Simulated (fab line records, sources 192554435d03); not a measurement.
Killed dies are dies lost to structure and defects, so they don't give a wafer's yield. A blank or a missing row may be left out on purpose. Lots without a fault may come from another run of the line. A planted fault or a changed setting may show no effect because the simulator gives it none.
Chamber matching | flow n5_finfet | N5_BEOL_M1_DESCUM_33 on rie_diel-04: 4 sister chambers
The step chemistry O2, time 7 s. 4 wafers are shown with their chamber, then 7 later ones without.

WAFERS WITH THEIR CHAMBER
wafer  | chamber | showerhead_plenum_p_Torr (Torr)
L083.2 | 1       | 2.13
L083.4 | 2       | 2.21
L092.1 | 3       | 1.98
L092.2 | 0       | 2.05

WAFERS WITHOUT THEIR CHAMBER
wafer  | showerhead_plenum_p_Torr (Torr)
L092.4 | 2.12
L094.3 | 1.98
L094.4 | 2.21
L094.5 | 2.21
L096.1 | 2.21
L096.2 | 2.12
L096.5 | 2.05

WHICH CHAMBER EACH WENT THROUGH
wafer  | from the rows above | in truth
L092.4 | 1                   | 1
L094.3 | 3                   | 3
L094.4 | 2                   | 2
L094.5 | 2                   | 2
L096.1 | 2                   | 2
L096.2 | 1                   | 1
L096.5 | 0                   | 0
Placed correctly: 7 of 7. Can't be placed from these rows: 0. Placed wrongly: 0.
How it was worked out, from the rows above alone: a wafer's distance from a chamber is the root of the sum, over the readings, of the square of ((its reading less the chamber's mean) divided by the reading's scatter). The wafer belongs to the nearest chamber; if the next one is less than 2 further off, it can't be placed. A chamber's mean is the mean of its shown wafers. The scatter: with one shown wafer a chamber, the root of the mean of the squares of how far each hidden wafer lies from its nearest shown one.
